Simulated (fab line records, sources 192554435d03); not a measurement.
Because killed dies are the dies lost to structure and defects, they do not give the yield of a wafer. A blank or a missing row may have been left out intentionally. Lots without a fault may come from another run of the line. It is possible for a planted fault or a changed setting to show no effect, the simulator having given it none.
fab line records	flow n5_finfet
[record] lots = 7	wafers = 21
route steps=1938 shown ZERO_LAYER@9 PMOS_HMC_CHANNEL_EPI@58 FIN_CUT@169 SD_EPI_N@263
start_h: the number of hours between the record's first day and the start of the first shown wafer of the lot	wait_h: hours from the lot's prior step to this one	" repeats the value in the row above	L1.1+2: several wafers, shown together as one row	- either no value or no given start	* or withheld: withheld	< > ~ a bound
route shown NAME@n: names a module that has steps shown in the file, with the first one's number in the route	usual: average and standard deviation across the fault-free wafers	same: alike in all rows	chamber/n: place in a boat	sites: each site's reading	_std_site: their standard deviation	_edge_site: outer sites' mean less inner sites'	radius_mm: how far each site lies from the wafer's centre	mask NAME#n: copy n	behind: the tool/chamber that last shaped the wafer	hold: the reason the lot was held/the length of the hold in hours/how it ended	device: the n, p or np transistor that did not switch	end of line: tests run on the same wafers once the route is complete	for a step that has no rows: nothing shown but its recipe	killed: count of dies lost to structure and defects at first sort (not the wafer's yield)	map: a wafer's dies, x killed, . not, _ none there
set.NAME: the run value of the setting; set.NAME@STEP: its run value at that earlier step	model.NAME: the simulator's own value behind a step, which no gauge read
lots whose settings were changed on purpose; a table a step, a row a wafer
[[steps]]
[step N5_ZERO_LAYER_EXPOSE_08]
[recipe] mask_id = ZERO	na = 0.55	source_shape = conventional	sigma_outer = 0.8	polarization = unpolarized	defocus_nm = 0	target_cd_nm = 2000	dose_mj = 16.2
lot.wafer	tool	chamber	start_h	wait_h	mask	set.dose_mj
L079.2	krf_scanner-02	0	42.47	-	ZERO#0	17.15
L079.4+5	"	0	"	"	ZERO#0	16.2
L080.1+2+6	krf_scanner-02	0	48.55	-	ZERO#0	16.2
L082.2+4	krf_scanner-01	0	60.69	-	ZERO#0	15.01
L082.5	"	0	"	"	ZERO#0	16.2
L084.1+4+6	krf_scanner-02	0	72.50	-	ZERO#0	16.2
L091.1+4	krf_scanner-02	0	114.48	-	ZERO#0	16.67
L091.3	"	0	"	"	ZERO#0	16.2
L092.1	krf_scanner-01	0	120.61	-	ZERO#0	16.2
L092.2+5	"	0	"	"	ZERO#0	15.16
L097.2+5+6	krf_scanner-02	0	150.60	-	ZERO#0	16.2
[step N5_ZERO_LAYER_PEB_09]
[recipe] peb_temp_c = withheld	peb_time_s = *
[step N5_ZERO_LAYER_DEVELOP_10]
[recipe] develop_time_s = 60	rinse_liquid = diw	dry = air_spin	dev_temp_c = 21
[step N5_ZERO_LAYER_HARDBAKE_23]
[recipe] temp_c = 130	time_s = 120
[step N5_ZERO_LAYER_CD_MEAS_11]
[recipe] target_cd_nm = 2000	landing_energy_ev = 500	detector = se_inlens
[usual] cd_nm = 2000.5/1.4
lot.wafer	tool	chamber	start_h	wait_h	set.dose_mj@ZERO_LAYER_EXPOSE_08	cd_nm
L079.2	cd_sem-03	0	42.64	-	17.15	2013.7
L079.4	"	0	"	"	16.2	2000.5
L079.5	"	0	"	"	16.2	2001.2
L080.1	cd_sem-03	0	48.73	-	16.2	1999.6
L080.2	"	0	"	"	16.2	2001.3
L080.6	"	0	"	"	16.2	1998.9
L082.2	cd_sem-01	0	60.86	-	15.01	1987.2
L082.4	"	0	"	"	15.01	1984.5
L082.5	"	0	"	"	16.2	2003.4
L084.1	cd_sem-03	0	72.68	-	16.2	1999.7
L084.4	"	0	"	"	16.2	2000.2
L084.6	"	0	"	"	16.2	2001.7
L091.1	cd_sem-01	0	114.66	-	16.67	2005.8
L091.3	"	0	"	"	16.2	2003.2
L091.4	"	0	"	"	16.67	2007.0
L092.1	cd_sem-03	0	120.78	-	16.2	1999.7
L092.2	"	0	"	"	15.16	1987.6
L092.5	"	0	"	"	15.16	1985.7
L097.2	cd_sem-01	0	150.77	-	16.2	2000.6
L097.5	"	0	"	"	16.2	2000.8
L097.6	"	0	"	"	16.2	2000.7
[step N5_ZERO_LAYER_DESCUM_16]
[recipe] chemistry = O2	time_s = 7.9	source_power_w = 50	bias_power_w = 20	pressure_mtorr = 20	rf_frequency_hz = 2.712e+07	temp_c = 40	o2_flow_sccm = 225
lot.wafer	tool	chamber	start_h	wait_h	set.dose_mj@ZERO_LAYER_EXPOSE_08	model.ZERO_LAYER.cd_nm
L079.2	rie_diel-05	0	42.68	0.0	17.15	2014
L079.4	"	1	"	"	16.2	2000
L079.5	"	1	"	"	16.2	2001
L080.1	rie_diel-05	2	48.77	0.0	16.2	2000
L080.2	"	1	"	"	16.2	2001
L080.6	"	3	"	"	16.2	1999
L082.2	rie_diel-06	2	60.90	0.0	15.01	1987
L082.4	"	2	"	"	15.01	1985
L082.5	"	1	"	"	16.2	2003
L084.1+4	rie_diel-02	2,1	72.72	0.0	16.2	2000
L084.6	"	0	"	"	16.2	2001
L091.1	rie_diel-06	2	114.70	0.0	16.67	2006
L091.3	"	0	"	"	16.2	2003
L091.4	"	3	"	"	16.67	2007
L092.1	rie_diel-05	3	120.82	0.0	16.2	2000
L092.2	"	1	"	"	15.16	1988
L092.5	"	2	"	"	15.16	1985
L097.2	rie_diel-06	0	150.81	0.0	16.2	2000
L097.5+6	"	3,0	"	"	16.2	2001
[step N5_ZERO_LAYER_ETCH_17]
[recipe] chemistry = CF4	target = SiO2	target_depth_a = 120	time_s = 13.3	ion_energy_ev = 350	pressure_mtorr = 40	source_w = 450	bias_w = 215	Ar_flow_sccm = 100	cf4_flow_sccm = 100
lot.wafer	tool	chamber	start_h	wait_h	set.dose_mj@ZERO_LAYER_EXPOSE_08	model.ZERO_LAYER.cd_nm
L079.2	rie_diel-05	0	42.72	0.0	17.15	2014
L079.4	"	1	"	"	16.2	2000
L079.5	"	1	"	"	16.2	2001
L080.1	rie_diel-05	2	48.80	0.0	16.2	2000
L080.2	"	1	"	"	16.2	2001
L080.6	"	3	"	"	16.2	1999
L082.2	rie_diel-06	2	60.94	0.0	15.01	1987
L082.4	"	2	"	"	15.01	1985
L082.5	"	1	"	"	16.2	2003
L084.1+4	rie_diel-02	2,1	72.75	0.0	16.2	2000
L084.6	"	0	"	"	16.2	2001
L091.1	rie_diel-06	2	114.73	0.0	16.67	2006
L091.3	"	0	"	"	16.2	2003
L091.4	"	3	"	"	16.67	2007
L092.1	rie_diel-05	3	120.86	0.0	16.2	2000
L092.2	"	1	"	"	15.16	1987
L092.5	"	2	"	"	15.16	1985
L097.2	rie_diel-06	0	150.84	0.0	16.2	2000
L097.5+6	"	3,0	"	"	16.2	2001
[step N5_ZERO_LAYER_ETCH_18]
[recipe] chemistry = HBr/Cl2	target = Si	target_depth_a = 1200	time_s = 40	pressure_mtorr = 10	icp_w = 800	bias_w = 75	HBr_flow_sccm = 150	Cl2_flow_sccm = 80
lot.wafer	tool	chamber	start_h	wait_h	set.icp_w	model.etch.depth_nm	model.ZERO_LAYER.feature_depth_nm
L079.2	rie_si-04	0	42.79	0.0	800	118.6	118.6
L079.4	"	2	"	"	800	119.6	119.6
L079.5	"	0	"	"	890.9	124.4	124.4
L080.1	rie_si-05	0	48.88	0.0	800	118.3	118.3
L080.2	"	2	"	"	800	119.2	119.2
L080.6	"	0	"	"	800	118	118
L082.2	rie_si-06	1	61.01	0.0	904	126.2	126.2
L082.4	"	2	"	"	800	122.3	122.3
L082.5	"	0	"	"	904	125.1	125.1
L084.1	rie_si-04	0	72.82	0.0	907	126.7	126.7
L084.4	"	2	"	"	800	119.7	119.7
L084.6	"	3	"	"	800	119.3	119.3
L091.1	rie_si-05	1	114.81	0.0	712.1	113.2	113.2
L091.3	"	3	"	"	800	116.7	116.7
L091.4	"	0	"	"	800	118.4	118.4
L092.1	rie_si-05	2	120.93	0.0	685.1	111.9	111.9
L092.2	"	1	"	"	685.1	111.8	111.8
L092.5	"	3	"	"	800	118.9	118.9
L097.2	rie_si-04	0	150.92	0.0	800	117	117
L097.5	"	3	"	"	800	117.4	117.4
L097.6	"	2	"	"	800	119.3	119.3
[step N5_PMOS_HMC_CHANNEL_EPI_COAT_31]
[recipe] resist = BARC	temp_c = 205	time_s = 60	spin_rpm = 1500	resist_thk_nm = 66
lot.wafer	tool	chamber	start_h	wait_h	set.spin_rpm	model.BARC_of_PMOS_HMC_CHANNEL_EPI_COAT_31.thk_nm
L079.2	litho_track-03	0	47.90	0.0	1500	65.87
L079.4	"	0	"	"	1500	65.82
L079.5	"	0	"	"	1500	65.71
L080.1	litho_track-03	0	63.08	0.0	1500	66.23
L080.2	"	0	"	"	1500	66.18
L080.6	"	0	"	"	1500	66.12
L082.2	litho_track-04	0	65.86	0.1	1402	68.49
L082.4	"	0	"	"	1500	66.38
L082.5	"	0	"	"	1500	66.14
L084.1	litho_track-04	0	77.20	0.0	1434	67.81
L084.4	"	0	"	"	1500	66.28
L084.6	"	0	"	"	1434	67.7
L091.1	litho_track-04	0	119.22	0.0	1349	69.29
L091.3	"	0	"	"	1349	69.53
L091.4	"	0	"	"	1349	69.39
L092.1	litho_track-04	0	125.83	0.0	1500	66.07
L092.2	"	0	"	"	1500	66.19
L092.5	"	0	"	"	1500	66.05
L097.2	litho_track-01	0	155.18	0.0	1500	65.79
L097.5	"	0	"	"	1500	65.85
L097.6	"	0	"	"	1666	62.49
[step N5_PMOS_HMC_CHANNEL_EPI_EXPOSE_06]
[recipe] mask_id = PMOS_HMC_BLK	na = 1.35	source_shape = conventional	sigma_outer = 0.8	polarization = unpolarized	target_cd_nm = 240	dose_mj = 41
lot.wafer	tool	chamber	start_h	wait_h	mask	set.dose_mj
L079.2+4+5	arfi_scanner-01	0	48.00	-	PMOS_HMC_BLK#0	41
L080.1+2+6	arfi_scanner-01	0	63.18	-	PMOS_HMC_BLK#0	41
L082.2+5	arfi_scanner-02	0	65.96	-	PMOS_HMC_BLK#0	39.51
L082.4	"	0	"	"	PMOS_HMC_BLK#0	41
L084.1+6	arfi_scanner-02	0	77.43	-	PMOS_HMC_BLK#0	41
L084.4	"	0	"	"	PMOS_HMC_BLK#0	42.02
L091.1+3+4	arfi_scanner-03	0	119.44	-	PMOS_HMC_BLK#0	41
L092.1+5	arfi_scanner-02	0	126.05	-	PMOS_HMC_BLK#0	39.22
L092.2	"	0	"	"	PMOS_HMC_BLK#0	41
L097.2+5+6	arfi_scanner-03	0	155.28	-	PMOS_HMC_BLK#0	41
[step N5_PMOS_HMC_CHANNEL_EPI_PEB_07]
[recipe] peb_temp_c = 110	peb_time_s = 60	resist = CAR-ArF-block
[step N5_PMOS_HMC_CHANNEL_EPI_DEVELOP_08]
[recipe] develop_time_s = 30	developer = TMAH	resist = CAR-ArF-block	dev_temp_c = 23	rinse_liquid = diw	dry = air_spin
[step N5_PMOS_HMC_CHANNEL_EPI_CD_MEAS_09]
[recipe] target_cd_nm = 237.4	landing_energy_ev = 500	detector = se_inlens
[usual] cd_nm = 237.5/0.84
lot.wafer	tool	chamber	start_h	wait_h	set.dose_mj@PMOS_HMC_CHANNEL_EPI_EXPOSE_06	cd_nm
L079.2	cd_sem-03	0	48.13	-	41	236.5
L079.4	"	0	"	"	41	237.4
L079.5	"	0	"	"	41	237.2
L080.1	cd_sem-03	0	63.30	-	41	238.1
L080.2	"	0	"	"	41	237.5
L080.6	"	0	"	"	41	238.4
L082.2	cd_sem-03	0	66.08	-	39.51	234.9
L082.4	"	0	"	"	41	238.5
L082.5	"	0	"	"	39.51	236.0
L084.1	cd_sem-03	0	77.55	-	41	236.6
L084.4	"	0	"	"	42.02	239.7
L084.6	"	0	"	"	41	237.5
L091.1	cd_sem-02	0	119.57	-	41	239.6
L091.3	"	0	"	"	41	238.4
L091.4	"	0	"	"	41	239.2
L092.1	cd_sem-01	0	126.17	-	39.22	235.1
L092.2	"	0	"	"	41	238.6
L092.5	"	0	"	"	39.22	233.4
L097.2	cd_sem-02	0	155.40	-	41	237.4
L097.5	"	0	"	"	41	237.5
L097.6	"	0	"	"	41	237.5
[step N5_PMOS_HMC_CHANNEL_EPI_DESCUM_14]
[recipe] chemistry = O2	time_s = 7.9	source_power_w = 50	bias_power_w = 20	pressure_mtorr = 20	rf_frequency_hz = 2.712e+07	temp_c = 40	resist = CAR-ArF-block	o2_flow_sccm = 225
lot.wafer	tool	chamber	start_h	wait_h	set.dose_mj@PMOS_HMC_CHANNEL_EPI_EXPOSE_06	model.PMOS_HMC_CHANNEL_EPI.cd_nm
L079.2	rie_diel-06	1	48.27	0.1	41	236.6
L079.4	"	1	"	"	41	237
L079.5	"	2	"	"	41	236.7
L080.1	rie_diel-06	2	63.39	0.0	41	238
L080.2	"	1	"	"	41	237.2
L080.6	"	1	"	"	41	238.3
L082.2	rie_diel-05	0	66.17	0.0	39.51	234.6
L082.4	"	0	"	"	41	238.4
L082.5	"	1	"	"	39.51	236.3
L084.1	rie_diel-02	1	77.64	0.0	41	236.6
L084.4	"	0	"	"	42.02	239.4
L084.6	"	3	"	"	41	237
L091.1	rie_diel-02	1	119.72	0.1	41	239.8
L091.3	"	2	"	"	41	238.2
L091.4	"	0	"	"	41	238.9
L092.1	rie_diel-06	2	126.27	0.0	39.22	235.1
L092.2	"	0	"	"	41	238.6
L092.5	"	2	"	"	39.22	233.5
L097.2	rie_diel-05	3	155.49	0.0	41	237.5
L097.5	"	0	"	"	41	237.3
L097.6	"	3	"	"	41	237.9
[step N5_PMOS_HMC_CHANNEL_EPI_ETCH_32]
[recipe] chemistry = N2/H2	target = BARC	stop_on = SiO2	target_depth_a = 858	over_etch_frac = 0.3	time_s = 50.3	ion_energy_ev = 200	mask_material = CAR-ArF-block	pressure_mtorr = 30	source_w = 840	bias_w = 150	n2_flow_sccm = 200	h2_flow_sccm = 200
lot.wafer	tool	chamber	start_h	wait_h	set.spin_rpm@PMOS_HMC_CHANNEL_EPI_COAT_31	model.etch.depth_nm
L079.2	rie_diel-06	1	48.31	0.0	1500	65.87
L079.4	"	1	"	"	1500	65.82
L079.5	"	2	"	"	1500	65.71
L080.1	rie_diel-06	2	63.42	0.0	1500	66.23
L080.2	"	1	"	"	1500	66.18
L080.6	"	1	"	"	1500	66.12
L082.2	rie_diel-05	0	66.21	0.0	1402	68.49
L082.4	"	0	"	"	1500	66.38
L082.5	"	1	"	"	1500	66.14
L084.1	rie_diel-02	1	77.67	0.0	1434	67.81
L084.4	"	0	"	"	1500	66.28
L084.6	"	3	"	"	1434	67.7
L091.1	rie_diel-02	1	119.75	0.0	1349	69.29
L091.3	"	2	"	"	1349	69.53
L091.4	"	0	"	"	1349	69.39
L092.1	rie_diel-06	2	126.30	0.0	1500	66.07
L092.2	"	0	"	"	1500	66.19
L092.5	"	2	"	"	1500	66.05
L097.2	rie_diel-05	3	155.52	0.0	1500	65.79
L097.5	"	0	"	"	1500	65.85
L097.6	"	3	"	"	1666	62.49
[step N5_FIN_CUT_ETCH_21]
[recipe] chemistry = N2/H2	target = SOC	target_depth_a = 2190	overetch_a = 438	mask_material = SiARC	temp_c = 40	ion_energy_ev = 100	bias_w = 61	time_s = 523.5	pressure_mtorr = 30	source_w = 850	n2_flow_sccm = 200	h2_flow_sccm = 200
[usual] rf_vpp_V = 240.4/1.3
lot.wafer	tool	chamber	start_h	wait_h	set.bias_w	rf_vpp_V
L079.2	rie_diel-05	2	57.52	0.0	61	239.9
L079.4	"	2	"	"	61	239.4
L079.5	"	2	"	"	61	237.9
L080.1	rie_diel-05	0	75.05	0.0	61	241.5
L080.2	"	1	"	"	61	242.2
L080.6	"	1	"	"	61	240.4
L082.2	rie_diel-05	2	77.69	0.0	61	240.1
L082.4	"	2	"	"	61	240.0
L082.5	"	1	"	"	57.07	232.6
L084.1	rie_diel-06	0	89.21	0.0	69.31	258.7
L084.4	"	2	"	"	69.31	259.8
L084.6	"	3	"	"	61	240.8
L091.1	rie_diel-05	3	130.62	0.0	61	242.9
L091.3	"	2	"	"	61	240.0
L091.4	"	1	"	"	61	240.7
L092.1	rie_diel-05	0	135.69	0.0	55.3	224.9
L092.2	"	1	"	"	61	239.6
L092.5	"	2	"	"	61	239.9
L097.2	rie_diel-06	2	164.52	0.0	61	240.5
L097.5	"	1	"	"	61	241.7
L097.6	"	2	"	"	68.53	257.9
[step N5_FIN_CUT_CUT_ETCH_15]
[recipe] chemistry = HBr/Cl2/O2	target = Si	target_depth_a = 1000	bt_time_s = 10	mask_material = SOC	time_s = 42.4	ion_energy_ev = *	bias_w = *	pressure_mtorr = 10	icp_w = 800	HBr_flow_sccm = 150	Cl2_flow_sccm = 80	O2_flow_sccm = 12
lot.wafer	tool	chamber	start_h	wait_h	set.time_s	model.etch.depth_nm	model.FIN_CUT.feature_depth_nm	model.SOC_of_FIN_CUT_COAT_18.thk_nm
L079.2	rie_si-02	1	58.28	0.1	42.4	100.9	100.8	169.4
L079.4	"	0	"	"	42.4	99.6	99.6	169.4
L079.5	"	0	"	"	42.4	100.2	100.2	170
L080.1	rie_si-03	0	75.59	0.1	42.4	102.3	102.2	169.4
L080.2	"	1	"	"	42.4	100.6	100.6	169.2
L080.6	"	2	"	"	42.4	102.2	102.2	169.2
L082.2	rie_si-01	2	78.24	0.1	42.4	100.8	100.8	170.4
L082.4	"	2	"	"	42.4	101	101	170.4
L082.5	"	0	"	"	42.4	99.44	99.4	170
L084.1	rie_si-01	0	89.75	0.1	38.1	88.89	88.8	175
L084.4	"	2	"	"	42.4	100.3	100.4	170
L084.6	"	3	"	"	42.4	99.18	99.2	170.6
L091.1	rie_si-03	3	131.16	0.1	42.4	101.2	101.2	170.4
L091.3	"	1	"	"	42.4	100	100	170.2
L091.4	"	2	"	"	42.4	102.6	102.6	169.4
L092.1	rie_si-02	3	136.23	0.1	42.4	100.2	100.2	170.6
L092.2	"	0	"	"	42.4	99.31	99.4	170.2
L092.5	"	0	"	"	35.02	81.91	82	176.8
L097.2	rie_si-01	3	165.06	0.1	50.49	119.6	119.6	163.8
L097.5	"	1	"	"	42.4	99.63	99.6	170.4
L097.6	"	0	"	"	50.49	118.8	118.8	164.6
[step N5_SD_EPI_N_COAT_33]
[recipe] resist = SiARC	temp_c = 220	time_s = 60	spin_rpm = 1500	resist_thk_nm = 35
lot.wafer	tool	chamber	start_h	wait_h	set.spin_rpm	model.SiARC_of_SD_EPI_N_COAT_33.thk_nm
L079.2	litho_track-05	0	-	-	1500	35
L079.4+5	"	0	"	"	1339	37
L080.1+2+6	litho_track-02	0	-	-	1500	35
L082.2	litho_track-02	0	-	-	1358	36.8
L082.4+5	"	0	"	"	1358	36.6
L084.1	litho_track-05	0	-	-	1500	35
L084.4	"	0	"	"	1437	35.8
L084.6	"	0	"	"	1500	35.2
L091.1	litho_track-04	0	-	-	1650	33.4
L091.3+4	"	0	"	"	1500	35
L092.1	litho_track-05	0	-	-	1500	35
L092.2+5	"	0	"	"	1500	34.8
L097.2	litho_track-02	0	-	-	1437	35.6
L097.5	"	0	"	"	1437	35.8
L097.6	"	0	"	"	1500	35
[step N5_SD_EPI_N_PEB_07]
[recipe] peb_temp_c = 110	peb_time_s = 60	resist = CAR-ArF-block
lot.wafer	tool	chamber	start_h	wait_h	set.peb_temp_c
L079.2+5	litho_track-05	0	78.48	0.0	110
L079.4	"	0	"	"	107.2
L080.1+2+6	litho_track-02	0	100.56	0.1	110
L082.2	litho_track-02	0	101.09	0.0	106.3
L082.4+5	"	0	"	"	110
L084.1	litho_track-05	0	110.49	0.1	110
L084.4+6	"	0	"	"	108.5
L091.1+4	litho_track-02	0	151.40	0.1	112
L091.3	"	0	"	"	110
L092.1+5	litho_track-04	0	155.91	0.1	107.4
L092.2	"	0	"	"	110
L097.2	litho_track-02	0	188.78	0.0	110
L097.5+6	"	0	"	"	106.7
[step N5_SD_EPI_N_DEVELOP_08]
[recipe] develop_time_s = 30	developer = TMAH	resist = CAR-ArF-block	dev_temp_c = 23	rinse_liquid = diw	dry = air_spin
[step N5_SD_EPI_N_CD_MEAS_09]
[recipe] target_cd_nm = 120	landing_energy_ev = 500	detector = se_inlens
[usual] cd_nm = 120.3/0.54
lot.wafer	tool	chamber	start_h	wait_h	set.peb_temp_c@SD_EPI_N_PEB_07	cd_nm
L079.2	cd_sem-01	0	78.55	-	110	119.9
L079.4	"	0	"	"	107.2	111.8
L079.5	"	0	"	"	110	119.8
L080.1	cd_sem-02	0	100.63	-	110	119.4
L080.2	"	0	"	"	110	119.6
L080.6	"	0	"	"	110	119.6
L082.2	cd_sem-01	0	101.16	-	106.3	109.6
L082.4	"	0	"	"	110	119.3
L082.5	"	0	"	"	110	119.7
L084.1	cd_sem-03	0	110.55	-	110	119.6
L084.4	"	0	"	"	108.5	115.6
L084.6	"	0	"	"	108.5	115.5
L091.1	cd_sem-01	0	151.47	-	112	125.2
L091.3	"	0	"	"	110	120.6
L091.4	"	0	"	"	112	125.2
L092.1	cd_sem-01	0	155.97	-	107.4	113.2
L092.2	"	0	"	"	110	120.7
L092.5	"	0	"	"	107.4	112.8
L097.2	cd_sem-01	0	188.85	-	110	120.3
L097.5	"	0	"	"	106.7	111.2
L097.6	"	0	"	"	106.7	111.0
[step N5_SD_EPI_N_DESCUM_14]
[recipe] chemistry = O2	time_s = 7.9	source_power_w = 50	bias_power_w = 20	pressure_mtorr = 20	rf_frequency_hz = 2.712e+07	temp_c = 40	resist = CAR-ArF-block	o2_flow_sccm = 225
lot.wafer	tool	chamber	start_h	wait_h	set.peb_temp_c@SD_EPI_N_PEB_07	model.SD_EPI_N.cd_nm
L079.2+5	rie_diel-01	3	78.64	0.0	110	119.6
L079.4	"	0	"	"	107.2	112
L080.1	rie_diel-04	3	100.72	0.0	110	119.4
L080.2	"	0	"	"	110	119.8
L080.6	"	3	"	"	110	119.6
L082.2	rie_diel-04	3	101.67	0.5	106.3	109.6
L082.4	"	1	"	"	110	119.6
L082.5	"	1	"	"	110	120.2
L084.1	rie_diel-04	3	110.72	0.1	110	119.8
L084.4	"	1	"	"	108.5	115.4
L084.6	"	0	"	"	108.5	115.6
L091.1+4	rie_diel-04	3,1	151.68	0.2	112	125.4
L091.3	"	2	"	"	110	120.6
L092.1	rie_diel-04	2	156.06	0.0	107.4	113
L092.2	"	3	"	"	110	120.6
L092.5	"	1	"	"	107.4	113.2
L097.2	rie_diel-01	3	188.94	0.0	110	120.4
L097.5+6	"	3,2	"	"	106.7	111
[step N5_SD_EPI_N_ETCH_34]
[recipe] chemistry = CF4	target = SiARC	target_depth_a = 455	mask_material = CAR-ArF-block	time_s = 75.8	ion_energy_ev = 80	pressure_mtorr = 40	source_w = 545	bias_w = 36	Ar_flow_sccm = 100	cf4_flow_sccm = 100	ends = cleared
lot.wafer	tool	chamber	start_h	wait_h	set.spin_rpm@SD_EPI_N_COAT_33	model.etch.depth_nm	model.CAR-ArF-block_of_SD_EPI_N_COAT_03.thk_nm
L079.2	rie_diel-01	3	78.67	0.0	1500	35.04	110.8
L079.4	"	0	"	"	1339	36.97	108.2
L079.5	"	3	"	"	1339	36.98	109.4
L080.1	rie_diel-04	3	100.75	0.0	1500	34.92	110.6
L080.2	"	0	"	"	1500	35.02	110.6
L080.6	"	3	"	"	1500	34.98	111
L082.2	rie_diel-04	3	101.70	0.0	1358	36.7	110.2
L082.4	"	1	"	"	1358	36.6	110
L082.5	"	1	"	"	1358	36.65	109.8
L084.1	rie_diel-04	3	110.75	0.0	1500	35.07	111
L084.4	"	1	"	"	1437	35.86	110.4
L084.6	"	0	"	"	1500	35.1	111
L091.1	rie_diel-04	3	151.71	0.0	1650	33.34	113.2
L091.3	"	2	"	"	1500	34.93	111.6
L091.4	"	1	"	"	1500	34.91	111.4
L092.1	rie_diel-04	2	156.10	0.0	1500	34.91	111.8
L092.2	"	3	"	"	1500	34.85	111.4
L092.5	"	1	"	"	1500	34.85	111.2
L097.2	rie_diel-01	3	188.97	0.0	1437	35.64	110.8
L097.5	"	3	"	"	1437	35.71	110.2
L097.6	"	2	"	"	1500	34.94	111
[[key]]
[split] step = N5_ZERO_LAYER_EXPOSE_08	setting = dose_mj	stated = 16.2	by = wafer
[response] step = N5_ZERO_LAYER_CD_MEAS_11	reading = cd_nm	change = +2.16	per = 1%	r = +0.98
[response] step = N5_ZERO_LAYER_DESCUM_16	reading = model.ZERO_LAYER.cd_nm	change = +2.16	per = 1%	r = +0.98
[response] step = N5_ZERO_LAYER_ETCH_17	reading = model.ZERO_LAYER.cd_nm	change = +2.15	per = 1%	r = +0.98
[split] step = N5_ZERO_LAYER_ETCH_18	setting = icp_w	stated = 800	by = wafer
[response] step = N5_ZERO_LAYER_ETCH_18	reading = model.etch.depth_nm	change = +0.435	per = 1%	r = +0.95
[response] step = N5_ZERO_LAYER_ETCH_18	reading = model.ZERO_LAYER.feature_depth_nm	change = +0.435	per = 1%	r = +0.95
[split] step = N5_PMOS_HMC_CHANNEL_EPI_COAT_31	setting = spin_rpm	stated = 1500	by = wafer
[response] step = N5_PMOS_HMC_CHANNEL_EPI_COAT_31	reading = model.BARC_of_PMOS_HMC_CHANNEL_EPI_COAT_31.thk_nm	change = -0.314	per = 1%	r = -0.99
[response] step = N5_PMOS_HMC_CHANNEL_EPI_ETCH_32	reading = model.etch.depth_nm	change = -0.314	per = 1%	r = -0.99
[split] step = N5_PMOS_HMC_CHANNEL_EPI_EXPOSE_06	setting = dose_mj	stated = 41	by = wafer
[response] step = N5_PMOS_HMC_CHANNEL_EPI_CD_MEAS_09	reading = cd_nm	change = +0.946	per = 1%	r = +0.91
[response] step = N5_PMOS_HMC_CHANNEL_EPI_DESCUM_14	reading = model.PMOS_HMC_CHANNEL_EPI.cd_nm	change = +0.945	per = 1%	r = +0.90
[split] step = N5_FIN_CUT_ETCH_21	setting = bias_w	stated = 61	by = wafer
[response] step = N5_FIN_CUT_ETCH_21	reading = rf_vpp_V	change = +1.38	per = 1%	r = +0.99
[split] step = N5_FIN_CUT_CUT_ETCH_15	setting = time_s	stated = 42.4	by = wafer
[response] step = N5_FIN_CUT_CUT_ETCH_15	reading = model.etch.depth_nm	change = +1.03	per = 1%	r = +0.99
[response] step = N5_FIN_CUT_CUT_ETCH_15	reading = model.FIN_CUT.feature_depth_nm	change = +1.03	per = 1%	r = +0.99
[response] step = N5_FIN_CUT_CUT_ETCH_15	reading = model.SOC_of_FIN_CUT_COAT_18.thk_nm	change = -0.36	per = 1%	r = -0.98
[split] step = N5_SD_EPI_N_COAT_33	setting = spin_rpm	stated = 1500	by = wafer
[response] step = N5_SD_EPI_N_COAT_33	reading = model.SiARC_of_SD_EPI_N_COAT_33.thk_nm	change = -0.173	per = 1%	r = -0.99
[response] step = N5_SD_EPI_N_ETCH_34	reading = model.etch.depth_nm	change = -0.171	per = 1%	r = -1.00
[response] step = N5_SD_EPI_N_ETCH_34	reading = model.CAR-ArF-block_of_SD_EPI_N_COAT_03.thk_nm	change = +0.172	per = 1%	r = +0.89
[split] step = N5_SD_EPI_N_PEB_07	setting = peb_temp_c	stated = 110	by = wafer
[response] step = N5_SD_EPI_N_CD_MEAS_09	reading = cd_nm	change = +3.02	per = 1%	r = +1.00
[response] step = N5_SD_EPI_N_DESCUM_14	reading = model.SD_EPI_N.cd_nm	change = +3.05	per = 1%	r = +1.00
